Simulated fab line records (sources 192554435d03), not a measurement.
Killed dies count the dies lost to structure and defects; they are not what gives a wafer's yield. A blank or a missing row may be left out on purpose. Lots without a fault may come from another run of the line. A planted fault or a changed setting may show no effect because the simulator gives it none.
Which tool was responsible?    flow n5-finfet    Sampling: 24 lots, 72 wafers, 5 of 1938 route steps

WHAT THE GAUGES READ, wafer by wafer
N5_BEOL_M8_INSPECT_58: inspects for defects (darkfield).
lot   measured      on                 raw-defect-count
L074  day 9 19:31   defect-inspect-02  74 68 53
L077  day 10 11:42  defect-inspect-01  59 84 110
L075  day 10 15:32  defect-inspect-01  96 104 94
L079  day 10 21:14  defect-inspect-02  50 75 32
L078  day 10 21:43  defect-inspect-02  74 77 61
L076  day 10 21:57  defect-inspect-02  40 26 113
L082  day 12 08:18  defect-inspect-01  49 78 51
L081  day 12 08:14  defect-inspect-02  86 112 53
L083  day 12 12:50  defect-inspect-02  44 52 44
L080  day 12 13:14  defect-inspect-01  72 102 96
L084  day 12 14:49  defect-inspect-02  69 82 73
L085  day 12 19:23  defect-inspect-02  128 67 71
L086  day 13 07:25  defect-inspect-01  44 42 36
L090  day 13 19:19  defect-inspect-01  63 58 86
L087  day 14 09:56  defect-inspect-01  79 65 68
L088  day 14 12:10  defect-inspect-01  65 77 82
L089  day 14 17:20  defect-inspect-02  62 62 42
L091  day 14 19:11  defect-inspect-02  71 46 99
L092  day 15 18:25  defect-inspect-02  44 46 85
L094  day 16 07:34  defect-inspect-02  50 50 43
L097  day 16 14:28  defect-inspect-02  65 53 62
L093  day 16 14:47  defect-inspect-02  49 58 79
L096  day 16 20:19  defect-inspect-01  67 61 61
L095  day 17 00:29  defect-inspect-02  48 65 88

N5_BEOL_M9_CD_MEAS_11: target cd 64.1 nm.
lot   measured      on         cd-nm (nm)
L074  day 9 21:25   cd-sem-02  64.1 63.9 63.1
L077  day 10 14:16  cd-sem-03  62.8 63.4 63.4
L075  day 10 19:06  cd-sem-01  64.5 65.0 64.1
L079  day 11 01:25  cd-sem-02  64.7 63.8 64.5
L078  day 11 01:38  cd-sem-01  64.2 64.4 63.8
L076  day 11 01:50  cd-sem-01  64.1 64.5 64.0
L082  day 12 10:11  cd-sem-01  64.0 64.6 63.9
L081  day 12 10:01  cd-sem-02  64.4 64.3 63.9
L083  day 12 14:15  cd-sem-03  64.3 64.1 63.6
L080  day 12 14:50  cd-sem-01  64.2 64.6 63.7
L084  day 12 17:51  cd-sem-02  63.5 64.4 64.0
L085  day 12 20:40  cd-sem-02  64.8 63.9 64.2
L086  day 13 10:16  cd-sem-02  63.0 63.6 64.2
L090  day 13 22:10  cd-sem-01  63.5 64.5 63.7
L087  day 14 13:47  cd-sem-02  64.4 63.7 63.9
L088  day 14 14:09  cd-sem-02  65.2 63.3 65.1
L089  day 14 20:00  cd-sem-03  63.4 63.3 64.0
L091  day 14 20:46  cd-sem-03  64.6 65.3 64.5
L092  day 15 21:33  cd-sem-01  64.8 64.2 64.5
L094  day 16 10:11  cd-sem-03  64.5 65.5 64.5
L097  day 16 16:29  cd-sem-02  64.4 64.0 64.4
L093  day 16 17:04  cd-sem-03  64.0 64.1 63.5
L096  day 16 22:31  cd-sem-02  64.9 64.6 63.8
L095  day 17 02:29  cd-sem-02  65.0 64.5 64.1

N5_BEOL_M9_INSPECT_58: inspects for defects (darkfield).
lot   measured      on                 raw-defect-count
L074  day 10 03:10  defect-inspect-02  36 59 39
L077  day 10 20:11  defect-inspect-01  47 88 86
L075  day 11 02:43  defect-inspect-02  55 43 104
L079  day 11 10:15  defect-inspect-01  48 59 75
L078  day 11 10:32  defect-inspect-01  55 77 60
L076  day 11 11:40  defect-inspect-01  59 59 83
L082  day 12 14:23  defect-inspect-01  93 90 87
L081  day 12 14:58  defect-inspect-02  68 54 72
L083  day 12 20:35  defect-inspect-01  67 106 72
L080  day 12 21:22  defect-inspect-02  54 34 48
L084  day 13 00:24  defect-inspect-01  56 68 49
L085  day 13 02:17  defect-inspect-02  70 47 58
L086  day 13 18:53  defect-inspect-02  80 99 83
L090  day 14 03:29  defect-inspect-02  68 54 50
L087  day 14 19:25  defect-inspect-02  65 109 62
L088  day 14 18:23  defect-inspect-02  79 108 105
L089  day 15 00:04  defect-inspect-01  55 42 74
L091  day 15 01:03  defect-inspect-01  103 84 60
L092  day 16 03:30  defect-inspect-02  52 70 84
L094  day 16 16:32  defect-inspect-01  48 50 42
L097  day 16 23:02  defect-inspect-01  125 88 46
L093  day 16 22:38  defect-inspect-02  72 60 31
L096  day 17 03:51  defect-inspect-01  129 58 104
L095  day 17 07:46  defect-inspect-02  85 76 88

WHICH TOOL RAN EACH LOT (tool, then ch and the chambers of the sampled wafers, then the start)
lot   N5_BEOL_M8_ANNEAL_51              N5_BEOL_M8_DEP_56
L074  rtp-anneal-01 ch 0, day 9 18:43   pecvd-03 ch 0,1, day 9 19:26
L077  rtp-anneal-02 ch 0, day 10 11:00  pecvd-04 ch 0,2, day 10 11:37
L075  rtp-anneal-01 ch 0, day 10 14:50  pecvd-04 ch 0,1,2, day 10 15:26
L079  rtp-anneal-02 ch 0, day 10 20:30  pecvd-04 ch 0,1,2, day 10 21:09
L078  rtp-anneal-02 ch 0, day 10 21:03  pecvd-04 ch 0,1,2, day 10 21:37
L076  rtp-anneal-01 ch 0, day 10 21:17  pecvd-02 ch 0,1,2, day 10 21:51
L082  rtp-anneal-02 ch 0, day 12 07:33  pecvd-03 ch 0,1, day 12 08:12
L081  rtp-anneal-01 ch 0, day 12 07:37  pecvd-04 ch 0,1,2, day 12 08:09
L083  rtp-anneal-01 ch 0, day 12 12:05  pecvd-03 ch 0,1, day 12 12:44
L080  rtp-anneal-01 ch 0, day 12 12:34  pecvd-02 ch 0,1,2, day 12 13:08
L084  rtp-anneal-01 ch 0, day 12 14:12  pecvd-03 ch 0,1,2, day 12 14:44
L085  rtp-anneal-01 ch 0, day 12 18:36  pecvd-03 ch 0,1, day 12 19:16
L086  rtp-anneal-01 ch 0, day 13 06:43  pecvd-03 ch 0,1,2, day 13 07:20
L090  rtp-anneal-01 ch 0, day 13 18:34  pecvd-03 ch 0,1,2, day 13 19:13
L087  rtp-anneal-01 ch 0, day 14 09:11  pecvd-04 ch 1,2, day 14 09:50
L088  rtp-anneal-01 ch 0, day 14 11:23  pecvd-04 ch 1,2, day 14 12:03
L089  rtp-anneal-01 ch 0, day 14 16:37  pecvd-04 ch 0,1,2, day 14 17:14
L091  rtp-anneal-02 ch 0, day 14 18:29  pecvd-04 ch 0,2, day 14 19:06
L092  rtp-anneal-02 ch 0, day 15 17:40  pecvd-03 ch 0,1,2, day 15 18:20
L094  rtp-anneal-02 ch 0, day 16 06:52  pecvd-02 ch 0,1, day 16 07:28
L097  rtp-anneal-02 ch 0, day 16 13:46  pecvd-03 ch 0,1, day 16 14:23
L093  rtp-anneal-02 ch 0, day 16 14:01  pecvd-02 ch 1,2, day 16 14:41
L096  rtp-anneal-02 ch 0, day 16 19:37  pecvd-03 ch 0,1, day 16 20:13
L095  rtp-anneal-01 ch 0, day 16 23:48  pecvd-04 ch 0,2, day 17 00:23
- N5_BEOL_M8_ANNEAL_51: time 90 s.
- N5_BEOL_M8_DEP_56: deposits SiCN from 3MS/NH3, target thk 10 nm, time 17.5 s.

AS READ BY THE TOOLS THEMSELVES (means over the sampled wafers that have a number; for cases with no such wafer, the mark the record gives instead)
N5_BEOL_M8_ANNEAL_51.
lot   tool           wafer_temp_C_max
L074  rtp-anneal-01  225.9
L077  rtp-anneal-02  226.2
L075  rtp-anneal-01  225.9
L079  rtp-anneal-02  226.4
L078  rtp-anneal-02  226.2
L076  rtp-anneal-01  225.8
L082  rtp-anneal-02  226.1
L081  rtp-anneal-01  225.7
L083  rtp-anneal-01  226.0
L080  rtp-anneal-01  225.6
L084  rtp-anneal-01  226.0
L085  rtp-anneal-01  225.8
L086  rtp-anneal-01  225.7
L090  rtp-anneal-01  225.6
L087  rtp-anneal-01  225.6
L088  rtp-anneal-01  225.9
L089  rtp-anneal-01  225.4
L091  rtp-anneal-02  226.1
L092  rtp-anneal-02  225.9
L094  rtp-anneal-02  226.1
L097  rtp-anneal-02  226.1
L093  rtp-anneal-02  226.3
L096  rtp-anneal-02  225.9
L095  rtp-anneal-01  225.9

N5_BEOL_M8_DEP_56.
lot   tool      rf-fwd-power-W (W)  showerhead-plenum-p-Torr (Torr)  throttle-valve-pct (%)
L074  pecvd-03  200.0               3.654                            9.4
L077  pecvd-04  199.2               3.651                            9.4
L075  pecvd-04  199.1               3.653                            9.3
L079  pecvd-04  199.3               3.648                            9.2
L078  pecvd-04  199.5               3.649                            9.3
L076  pecvd-02  200.3               3.659                            8.9
L082  pecvd-03  199.3               3.661                            9.5
L081  pecvd-04  199.2               3.649                            9.1
L083  pecvd-03  200.0               3.661                            9.2
L080  pecvd-02  200.4               3.660                            8.9
L084  pecvd-03  198.5               3.667                            9.1
L085  pecvd-03  199.7               3.662                            9.3
L086  pecvd-03  199.2               3.670                            9.3
L090  pecvd-03  199.0               3.660                            9.1
L087  pecvd-04  199.7               3.657                            9.3
L088  pecvd-04  199.5               3.660                            9.3
L089  pecvd-04  199.2               3.647                            9.1
L091  pecvd-04  199.7               3.648                            9.1
L092  pecvd-03  199.8               3.670                            9.2
L094  pecvd-02  200.6               3.655                            9.1
L097  pecvd-03  199.3               3.659                            9.3
L093  pecvd-02  199.8               3.663                            8.8
L096  pecvd-03  199.2               3.659                            9.1
L095  pecvd-04  199.2               3.639                            9.1

THE ANSWER, worked out from the rows above alone
Rule: the usual values come from the lots themselves. The widest of any qualifying gaps counts: lots, ordered by their means at a reading, are off when they make up no more than a third of the lots, leave a main group of 4 or more, and stand apart from it by 3 or more times the standard deviation of that group's means. A main group whose means are all the same, to the digits that the tables above print for the reading, isn't used. Also off: a lot with no number at a reading for which 4 or more lots have one. The other lots that the step has rows for count as sound. First the gauges in route order, then the tools' own readings, where a lot's mean is used as printed above. The first step at which some lot is off is used, and at that step the reading that is off furthest; a lot without a number counts as furthest.
No lot is off on any of the readings shown, so nothing can be concluded from this.

WHAT THE SIMULATOR HAD INSERTED
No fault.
